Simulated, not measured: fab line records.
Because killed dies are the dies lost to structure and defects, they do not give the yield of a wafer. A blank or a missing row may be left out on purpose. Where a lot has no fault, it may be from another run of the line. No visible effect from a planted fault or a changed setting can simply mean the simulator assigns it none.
The tool behind it: which one?	flow nand_harc	66 wafers from 22 lots sampled at 6 of the route's 1302 steps

WHAT EACH GAUGE READ, for each wafer
Not one reading of a measure or inspect step in the record can be checked against a usual standard deviation.

WHICH TOOL RAN EACH LOT (tool, then ch and the chambers of the sampled wafers, then the start)
lot	NHARC_A_STAIRCASE_TRIM_18	NHARC_A_STAIRCASE_ETCH_27	NHARC_A_STAIRCASE_DESCUM_186	NHARC_A_STAIRCASE_TRIM_193	NHARC_A_STAIRCASE_TRIM_202	NHARC_A_STAIRCASE_DESCUM_219
L074	rie_diel-07 ch 1,2,3, day 15 19:10 or earlier	rie_diel-01 ch 1,2, day 15 19:10 or earlier	rie_diel-07 ch 0,1,3, day 15 19:10	rie_diel-07 ch 0,3, day 16 00:03 or earlier	rie_diel-01 ch 1,2, day 16 00:03 or earlier	rie_diel-07 ch 0,1,3, day 16 00:03
L075	rie_diel-03 ch 0,1,2, day 16 19:25 or earlier	rie_diel-07 ch 0,1,2, day 16 19:25 or earlier	rie_diel-03 ch 0,2,3, day 16 19:25	rie_diel-03 ch 1,2,3, day 17 01:01 or earlier	rie_diel-03 ch 0,2, day 17 01:01 or earlier	rie_diel-03 ch 0,2,3, day 17 01:01
L076	rie_diel-07 ch 0,1,2, day 17 01:05 or earlier	rie_diel-07 ch 0,1, day 17 01:05 or earlier	rie_diel-07 ch 1,2,3, day 17 01:05	rie_diel-07 ch 1,2,3, day 17 05:14 or earlier	rie_diel-07 ch 0,3, day 17 05:14 or earlier	rie_diel-07 ch 1,2, day 17 05:14
L079	rie_diel-01 ch 1,3, day 17 15:52 or earlier	rie_diel-03 ch 1,2, day 17 15:52 or earlier	rie_diel-07 ch 0,1,3, day 17 15:52	rie_diel-07 ch 1,2,3, day 17 20:11 or earlier	rie_diel-01 ch 0,1,2, day 17 20:11 or earlier	rie_diel-01 ch 0,1, day 17 20:11
L078	rie_diel-01 ch 0,1,3, day 17 16:09 or earlier	rie_diel-07 ch 1,2,3, day 17 16:09 or earlier	rie_diel-07 ch 0,2, day 17 16:09	rie_diel-07 ch 0,2,3, day 17 20:31 or earlier	rie_diel-07 ch 0,3, day 17 20:31 or earlier	rie_diel-03 ch 2,3, day 17 20:31
L080	rie_diel-01 ch 0,1,3, day 17 22:20 or earlier	rie_diel-07 ch 0,1,3, day 17 22:20 or earlier	rie_diel-03 ch 1,2,3, day 17 22:20	rie_diel-03 ch 0,1,2, day 18 02:02 or earlier	rie_diel-03 ch 0,1,3, day 18 02:02 or earlier	rie_diel-01 ch 1,2,3, day 18 02:02
L081	rie_diel-03 ch 0,1,2, day 18 19:58 or earlier	rie_diel-07 ch 0,1,3, day 18 19:58 or earlier	rie_diel-07 ch 0,2,3, day 18 19:58	rie_diel-07 ch 1,2, day 18 23:56 or earlier	rie_diel-03 ch 0,1,3, day 18 23:56 or earlier	rie_diel-01 ch 0,1,3, day 18 23:56
L082	rie_diel-01 ch 0,2, day 18 18:57 or earlier	rie_diel-03 ch 2,3, day 18 18:57 or earlier	rie_diel-07 ch 2,3, day 18 18:57	rie_diel-07 ch 2,3, day 18 22:55 or earlier	rie_diel-07 ch 0,1,3, day 18 22:55 or earlier	rie_diel-01 ch 0,1,3, day 18 22:55
L084	rie_diel-03 ch 2,3, day 20 02:28 or earlier	rie_diel-01 ch 0,1, day 20 02:28 or earlier	rie_diel-01 ch 0,3, day 20 02:28	rie_diel-01 ch 0,1,3, day 20 06:35 or earlier	rie_diel-01 ch 1,2,3, day 20 06:35 or earlier	rie_diel-07 ch 0,1,3, day 20 06:35
L083	rie_diel-01 ch 1,2, day 20 03:22 or earlier	rie_diel-07 ch 1,2,3, day 20 03:22 or earlier	rie_diel-01 ch 1,2,3, day 20 03:22	rie_diel-01 ch 1,2,3, day 20 07:40 or earlier	rie_diel-01 ch 1,3, day 20 07:40 or earlier	rie_diel-07 ch 2,3, day 20 07:40
L085	rie_diel-01 ch 0,2,3, day 20 07:34 or earlier	rie_diel-07 ch 2,3, day 20 07:34 or earlier	rie_diel-01 ch 0,1,3, day 20 07:34	rie_diel-01 ch 2,3, day 20 11:47 or earlier	rie_diel-01 ch 1,2, day 20 11:47 or earlier	rie_diel-03 ch 0,1, day 20 11:47
L086	rie_diel-01 ch 0,2,3, day 20 21:41 or earlier	rie_diel-03 ch 0,1,3, day 20 21:41 or earlier	rie_diel-01 ch 0,2,3, day 20 21:41	rie_diel-01 ch 0,1,2, day 21 01:24 or earlier	rie_diel-01 ch 1,2,3, day 21 01:24 or earlier	rie_diel-01 ch 1,2,3, day 21 01:24
L087	rie_diel-07 ch 0,2,3, day 21 06:05 or earlier	rie_diel-03 ch 0,3, day 21 06:05 or earlier	rie_diel-03 ch 0,2,3, day 21 06:05	rie_diel-03 ch 0,1, day 21 09:45 or earlier	rie_diel-03 ch 1,2, day 21 09:45 or earlier	rie_diel-03 ch 1,2, day 21 09:45
L088	rie_diel-03 ch 1,2, day 21 22:12 or earlier	rie_diel-03 ch 0,1,2, day 21 22:12 or earlier	rie_diel-07 ch 2,3, day 21 22:12	rie_diel-07 ch 1,2, day 22 02:52 or earlier	rie_diel-07 ch 0,1,3, day 22 02:52 or earlier	rie_diel-07 ch 0,1,2, day 22 02:52
L089	rie_diel-07 ch 0,1, day 21 22:16 or earlier	rie_diel-07 ch 0,2,3, day 21 22:16 or earlier	rie_diel-07 ch 0,1, day 21 22:16	rie_diel-07 ch 0,1,2, day 22 03:02 or earlier	rie_diel-07 ch 1,2,3, day 22 03:02 or earlier	rie_diel-07 ch 1,2,3, day 22 03:02
L091	rie_diel-03 ch 0,2,3, day 22 09:27 or earlier	rie_diel-03 ch 0,1,2, day 22 09:27 or earlier	rie_diel-07 ch 1,2,3, day 22 09:27	rie_diel-07 ch 1,2,3, day 22 13:08 or earlier	rie_diel-07 ch 0,1,3, day 22 13:08 or earlier	rie_diel-03 ch 0,2,3, day 22 13:08
L090	rie_diel-07 ch 0,1,3, day 22 09:42 or earlier	rie_diel-07 ch 0,1,2, day 22 09:42 or earlier	rie_diel-03 ch 0,1, day 22 09:42	rie_diel-03 ch 1,3, day 22 13:23 or earlier	rie_diel-03 ch 1,2,3, day 22 13:23 or earlier	rie_diel-07 ch 0,2, day 22 13:23
L093	rie_diel-07 ch 0,1,2, day 23 18:24 or earlier	rie_diel-07 ch 1,2, day 23 18:24 or earlier	rie_diel-07 ch 0,1,2, day 23 18:24	rie_diel-07 ch 0,2,3, day 23 22:27 or earlier	rie_diel-07 ch 0,1,3, day 23 22:27 or earlier	rie_diel-07 ch 0,2,3, day 23 22:27
L094	rie_diel-07 ch 0,2,3, day 23 18:07 or earlier	rie_diel-03 ch 1,2,3, day 23 18:07 or earlier	rie_diel-01 ch 0,2,3, day 23 18:07	rie_diel-01 ch 0,2,3, day 23 21:44 or earlier	rie_diel-03 ch 0,1,3, day 23 21:44 or earlier	rie_diel-01 ch 0,1,2, day 23 21:44
L095	rie_diel-07 ch 0,2,3, day 24 14:38 or earlier	rie_diel-07 ch 0,1,3, day 24 14:38 or earlier	rie_diel-03 ch 0,3, day 24 14:38	rie_diel-03 ch 0,2,3, day 24 18:46 or earlier	rie_diel-03 ch 0,1,3, day 24 18:46 or earlier	rie_diel-07 ch 0,3, day 24 18:46
L096	rie_diel-01 ch 1,2, day 25 03:00 or earlier	rie_diel-01 ch 0,3, day 25 03:00 or earlier	rie_diel-03 ch 1,2, day 25 03:00	rie_diel-03 ch 0,1, day 25 06:34 or earlier	rie_diel-03 ch 0,1,2, day 25 06:34 or earlier	rie_diel-07 ch 1,3, day 25 06:34
L097	rie_diel-03 ch 0,3, day 25 03:24 or earlier	rie_diel-03 ch 0,1,2, day 25 03:24 or earlier	rie_diel-01 ch 0,2,3, day 25 03:24	rie_diel-01 ch 0,3, day 25 07:07 or earlier	rie_diel-01 ch 0,1,2, day 25 07:07 or earlier	rie_diel-07 ch 1,3, day 25 07:07
- NHARC_A_STAIRCASE_TRIM_18: chemistry O2, time 211.2 s.
- NHARC_A_STAIRCASE_ETCH_27: etches the open film in C4F8/O2, target depth 100 nm, time 40.5 s.
- NHARC_A_STAIRCASE_DESCUM_186: chemistry O2, time 3 s.
- NHARC_A_STAIRCASE_TRIM_193: chemistry O2, time 211.2 s.
- NHARC_A_STAIRCASE_TRIM_202: chemistry O2, time 211.2 s.
- NHARC_A_STAIRCASE_DESCUM_219: chemistry O2, time 3 s.

WHAT THE TOOLS THEMSELVES READ (means of the sampled wafers that have a number; where no wafer has one, the mark that the record gives instead)
NHARC_A_STAIRCASE_TRIM_18. Usual: drypump_motor_current_A 6.0 A, standard deviation 0.36; oes_product_au 1.000 a.u., standard deviation 0.0084; rf_vpp_V 57.7 V, standard deviation 0.86; showerhead_plenum_p_Torr 3.50 Torr, standard deviation 0.1; throttle_valve_pct 17.035 %, standard deviation 0.0092.
lot	tool	drypump_motor_current_A (A)	oes_product_au (a.u.)	rf_vpp_V (V)	showerhead_plenum_p_Torr (Torr)	throttle_valve_pct (%)	flag
L074	rie_diel-07	5.9	1.006	58.2	3.50	17.037	
L075	rie_diel-03	6.1	1.004	57.6	3.57	17.032	
L076	rie_diel-07	5.6	0.995	57.9	3.45	17.032	
L079	rie_diel-01	6.5	1.001	58.0	3.51	17.034	
L078	rie_diel-01	6.2	1.004	57.7	3.50	17.035	
L080	rie_diel-01	6.2	0.998	57.7	3.50	17.037	
L081	rie_diel-03	6.2	0.990	58.1	3.56	17.030	
L082	rie_diel-01	5.9	0.994	58.6	3.45	17.030	
L084	rie_diel-03	6.2	0.998	58.8	3.68	17.045	
L083	rie_diel-01	6.3	1.009	56.9	3.42	17.033	
L085	rie_diel-01	6.1	1.000	56.9	3.49	17.031	
L086	rie_diel-01	6.1	0.999	57.0	3.48	17.046	
L087	rie_diel-07	5.6	1.003	57.4	3.48	17.036	
L088	rie_diel-03	6.1	0.996	57.6	3.63	17.039	
L089	rie_diel-07	5.4	0.994	57.2	3.48	17.033	
L091	rie_diel-03	6.1	0.999	57.6	3.61	17.031	
L090	rie_diel-07	5.7	0.995	58.1	3.53	17.038	
L093	rie_diel-07	5.6	1.000	57.4	3.42	17.032	
L094	rie_diel-07	5.6	0.999	57.8	3.47	17.026	
L095	rie_diel-07	5.6	0.996	58.1	3.46	17.038	
L096	rie_diel-01	6.2	1.008	57.5	3.40	17.019	
L097	rie_diel-03	6.1	1.010	58.0	3.52	17.030	

NHARC_A_STAIRCASE_ETCH_27. Usual: oes_product_au 0.942 a.u., standard deviation 0.011; rf_vpp_V 895 V, standard deviation 4.5.
lot	tool	oes_product_au (a.u.)	rf_vpp_V (V)	flag
L074	rie_diel-01	0.955	892	
L075	rie_diel-07	0.942	893	
L076	rie_diel-07	0.920	895	
L079	rie_diel-03	0.941	900	
L078	rie_diel-07	0.949	895	
L080	rie_diel-07	0.950	897	
L081	rie_diel-07	0.929	897	
L082	rie_diel-03	0.943	903	
L084	rie_diel-01	0.942	894	
L083	rie_diel-07	0.944	894	
L085	rie_diel-07	0.952	896	
L086	rie_diel-03	0.928	896	
L087	rie_diel-03	0.950	897	
L088	rie_diel-03	0.947	896	
L089	rie_diel-07	0.947	895	
L091	rie_diel-03	0.949	896	
L090	rie_diel-07	0.935	892	
L093	rie_diel-07	0.945	892	
L094	rie_diel-03	0.933	898	
L095	rie_diel-07	0.941	895	
L096	rie_diel-01	0.934	895	
L097	rie_diel-03	0.951	896	

NHARC_A_STAIRCASE_DESCUM_186. Usual: drypump_motor_current_A 5.9 A, standard deviation 0.38; oes_product_au 1.002 a.u., standard deviation 0.01; rf_vpp_V 57.8 V, standard deviation 0.79; showerhead_plenum_p_Torr 1.91 Torr, standard deviation 0.066; throttle_valve_pct 11.312 %, standard deviation 0.0091.
lot	tool	drypump_motor_current_A (A)	oes_product_au (a.u.)	rf_vpp_V (V)	showerhead_plenum_p_Torr (Torr)	throttle_valve_pct (%)	flag
L074	rie_diel-07	5.7	1.004	57.6	1.93	11.317	
L075	rie_diel-03	6.1	0.999	57.9	1.98	11.315	
L076	rie_diel-07	5.8	1.002	57.8	1.90	11.317	
L079	rie_diel-07	5.7	1.000	57.2	1.93	11.306	
L078	rie_diel-07	5.4	0.995	57.8	1.83	11.315	
L080	rie_diel-03	6.2	0.993	57.9	1.97	11.316	
L081	rie_diel-07	5.5	1.009	57.4	1.89	11.312	
L082	rie_diel-07	5.8	1.014	58.4	1.92	11.314	
L084	rie_diel-01	6.2	0.998	57.5	1.91	11.312	
L083	rie_diel-01	6.3	1.004	57.5	1.87	11.311	
L085	rie_diel-01	6.2	0.999	57.9	1.89	11.317	
L086	rie_diel-01	6.1	1.010	57.4	1.89	11.309	
L087	rie_diel-03	6.1	1.004	58.4	1.96	11.305	
L088	rie_diel-07	5.8	1.007	57.9	1.91	11.314	
L089	rie_diel-07	5.4	0.996	57.4	1.88	11.317	
L091	rie_diel-07	5.9	1.003	57.4	1.88	11.317	
L090	rie_diel-03	6.2	0.993	58.2	1.87	11.313	
L093	rie_diel-07	5.6	1.002	57.7	1.85	11.311	
L094	rie_diel-01	6.1	0.998	58.0	1.88	11.315	
L095	rie_diel-03	6.1	1.007	58.4	1.91	11.305	
L096	rie_diel-03	6.2	0.998	58.4	1.91	11.307	
L097	rie_diel-01	6.1	1.002	57.5	1.88	11.313	

NHARC_A_STAIRCASE_TRIM_193. Usual: drypump_motor_current_A 6.0 A, standard deviation 0.36; oes_product_au 1.001 a.u., standard deviation 0.011; rf_vpp_V 57.7 V, standard deviation 0.9; showerhead_plenum_p_Torr 3.50 Torr, standard deviation 0.11; throttle_valve_pct 17.036 %, standard deviation 0.0086.
lot	tool	drypump_motor_current_A (A)	oes_product_au (a.u.)	rf_vpp_V (V)	showerhead_plenum_p_Torr (Torr)	throttle_valve_pct (%)	flag
L074	rie_diel-07	5.7	1.010	57.3	3.61	17.041	
L075	rie_diel-03	6.2	1.000	57.9	3.62	17.024	
L076	rie_diel-07	5.9	1.004	58.6	3.50	17.041	
L079	rie_diel-07	5.9	0.997	57.6	3.49	17.034	
L078	rie_diel-07	5.6	1.003	58.3	3.49	17.037	
L080	rie_diel-03	6.1	1.000	57.9	3.56	17.030	
L081	rie_diel-07	5.8	0.998	56.8	3.39	17.028	
L082	rie_diel-07	5.8	1.020	57.6	3.54	17.030	
L084	rie_diel-01	6.2	0.993	57.0	3.49	17.038	
L083	rie_diel-01	6.3	1.001	56.9	3.46	17.035	
L085	rie_diel-01	6.3	1.000	56.5	3.49	17.033	
L086	rie_diel-01	6.1	1.008	56.9	3.45	17.028	
L087	rie_diel-03	6.2	1.003	56.5	3.47	17.034	
L088	rie_diel-07	5.9	0.993	57.5	3.43	17.038	
L089	rie_diel-07	5.6	0.997	57.3	3.42	17.039	
L091	rie_diel-07	5.8	1.001	57.7	3.48	17.040	
L090	rie_diel-03	6.3	0.981	58.4	3.52	17.040	
L093	rie_diel-07	5.6	1.008	57.3	3.46	17.037	
L094	rie_diel-01	6.1	0.997	57.4	3.47	17.036	
L095	rie_diel-03	6.1	1.001	57.7	3.60	17.028	
L096	rie_diel-03	6.2	1.003	57.5	3.44	17.038	
L097	rie_diel-01	5.9	1.005	58.1	3.50	17.033	

NHARC_A_STAIRCASE_TRIM_202. Usual: drypump_motor_current_A 6.0 A, standard deviation 0.37; oes_product_au 1.000 a.u., standard deviation 0.01; rf_vpp_V 57.7 V, standard deviation 0.91; showerhead_plenum_p_Torr 3.51 Torr, standard deviation 0.11; throttle_valve_pct 17.037 %, standard deviation 0.0085.
lot	tool	drypump_motor_current_A (A)	oes_product_au (a.u.)	rf_vpp_V (V)	showerhead_plenum_p_Torr (Torr)	throttle_valve_pct (%)	flag
L074	rie_diel-01	6.3	1.016	57.2	3.44	17.046	
L075	rie_diel-03	6.1	1.004	58.4	3.65	17.033	
L076	rie_diel-07	5.6	1.010	57.5	3.61	17.037	
L079	rie_diel-01	6.1	1.001	58.6	3.46	17.040	
L078	rie_diel-07	5.6	1.008	57.2	3.60	17.042	
L080	rie_diel-03	6.2	1.002	57.3	3.54	17.032	
L081	rie_diel-03	6.2	1.006	58.1	3.54	17.036	
L082	rie_diel-07	5.6	1.000	57.8	3.55	17.029	
L084	rie_diel-01	6.3	1.003	57.6	3.46	17.036	
L083	rie_diel-01	6.5	1.010	57.0	3.46	17.029	
L085	rie_diel-01	6.3	1.002	57.6	3.42	17.025	
L086	rie_diel-01	6.3	1.003	56.9	3.45	17.030	
L087	rie_diel-03	6.2	0.998	57.3	3.54	17.039	
L088	rie_diel-07	5.7	1.001	58.2	3.53	17.042	
L089	rie_diel-07	5.9	0.997	58.9	3.48	17.031	
L091	rie_diel-07	5.7	0.989	58.4	3.53	17.039	
L090	rie_diel-03	6.2	0.992	57.5	3.60	17.033	
L093	rie_diel-07	5.7	0.996	57.3	3.52	17.040	
L094	rie_diel-03	6.2	0.998	57.0	3.52	17.046	
L095	rie_diel-03	6.2	0.994	58.4	3.51	17.043	
L096	rie_diel-03	6.1	0.999	57.9	3.53	17.039	
L097	rie_diel-01	6.1	1.004	57.7	3.43	17.044	

NHARC_A_STAIRCASE_DESCUM_219. Usual: drypump_motor_current_A 5.9 A, standard deviation 0.37; oes_product_au 0.999 a.u., standard deviation 0.01; rf_vpp_V 57.8 V, standard deviation 0.88; showerhead_plenum_p_Torr 1.90 Torr, standard deviation 0.063; throttle_valve_pct 11.311 %, standard deviation 0.0085.
lot	tool	drypump_motor_current_A (A)	oes_product_au (a.u.)	rf_vpp_V (V)	showerhead_plenum_p_Torr (Torr)	throttle_valve_pct (%)	flag
L074	rie_diel-07	5.6	1.001	57.7	1.93	11.313	
L075	rie_diel-03	6.1	1.006	57.8	1.97	11.319	
L076	rie_diel-07	6.0	0.995	56.9	1.87	11.314	
L079	rie_diel-01	6.2	0.991	58.0	1.88	11.310	
L078	rie_diel-03	6.1	0.996	58.2	2.00	11.311	
L080	rie_diel-01	6.3	0.990	57.3	1.88	11.310	
L081	rie_diel-01	6.2	0.986	57.3	1.90	11.313	
L082	rie_diel-01	6.2	0.998	58.3	1.90	11.308	
L084	rie_diel-07	5.7	1.008	57.9	1.92	11.310	
L083	rie_diel-07	5.8	1.008	58.2	1.92	11.305	
L085	rie_diel-03	6.2	0.989	57.5	1.88	11.306	
L086	rie_diel-01	6.3	0.999	57.0	1.87	11.309	
L087	rie_diel-03	6.2	0.993	57.6	1.92	11.303	
L088	rie_diel-07	5.6	1.000	57.3	1.85	11.309	
L089	rie_diel-07	5.9	1.003	57.6	1.88	11.314	
L091	rie_diel-03	6.1	1.010	57.9	1.96	11.320	
L090	rie_diel-07	5.5	1.002	57.9	1.82	11.309	
L093	rie_diel-07	5.5	1.000	57.3	1.88	11.311	
L094	rie_diel-01	6.1	1.001	58.0	1.86	11.302	
L095	rie_diel-07	5.6	1.000	58.5	1.94	11.306	
L096	rie_diel-07	5.9	1.002	57.8	1.93	11.312	
L097	rie_diel-07	6.0	1.000	58.3	1.91	11.315	

THE ANSWER, worked out from the rows above alone
Rule: lot off if the mean of its wafers having a number is beyond 3 standard deviations from the usual mean. A lot without any number at a reading at which 4 lots or more have one is off too. Any other lot the step has rows for is counted as sound. First the gauges in route order, then the tools' own readings, where a lot's mean is used as printed above. The first step at which some lot is off is used, and at that step the reading that is off furthest; a lot without a number counts as furthest.
Across all readings shown, no lot is off: no conclusion can be drawn from this.

WHAT HAD BEEN PUT IN BY THE SIMULATOR
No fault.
